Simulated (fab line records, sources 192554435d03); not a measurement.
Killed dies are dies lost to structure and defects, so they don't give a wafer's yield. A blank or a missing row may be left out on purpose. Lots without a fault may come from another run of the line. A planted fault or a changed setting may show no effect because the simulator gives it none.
Chamber matching | flow n5_finfet | N5_MOL_CONTACT_COAG_ETCH_15 on rie_diel-02: 4 sister chambers
The step etches SiNx in CH3F/O2, stops on Si:P, target depth 7 nm. 4 wafers are shown with their chamber, then 8 later ones without.

WAFERS WITH THEIR CHAMBER
wafer  | chamber | drypump_motor_current_A (A)
L085.6 | 0       | 5.2
L086.1 | 3       | 5.1
L086.4 | 2       | 6.4
L087.2 | 1       | 5.5

WAFERS WITHOUT THEIR CHAMBER
wafer  | drypump_motor_current_A (A)
L087.5 | 5.1
L087.6 | 5.3
L094.2 | 5.2
L094.3 | 6.4
L094.4 | 5.1
L097.1 | 5.3
L097.4 | 6.5
L097.5 | 6.5

WHICH CHAMBER EACH WENT THROUGH
wafer  | from the rows above          | in truth
L087.5 | can't be placed: 3 or 0      | 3
L087.6 | can't be placed: 0 or 1 or 3 | 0
L094.2 | can't be placed: 0 or 3      | 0
L094.3 | 2                            | 2
L094.4 | can't be placed: 3 or 0      | 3
L097.1 | can't be placed: 0 or 1 or 3 | 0
L097.4 | 2                            | 2
L097.5 | 2                            | 2
Placed correctly: 3 of 8. Can't be placed from these rows: 5 (the true chamber is among the candidates in 5). Placed wrongly: 0.
How it was worked out, from the rows above alone: a wafer's distance from a chamber is the root of the sum, over the readings, of the square of ((its reading less the chamber's mean) divided by the reading's scatter). The wafer belongs to the nearest chamber; if the next one is less than 2 further off, it can't be placed. A chamber's mean is the mean of its shown wafers. The scatter: with one shown wafer a chamber, the root of the mean of the squares of how far each hidden wafer lies from its nearest shown one.
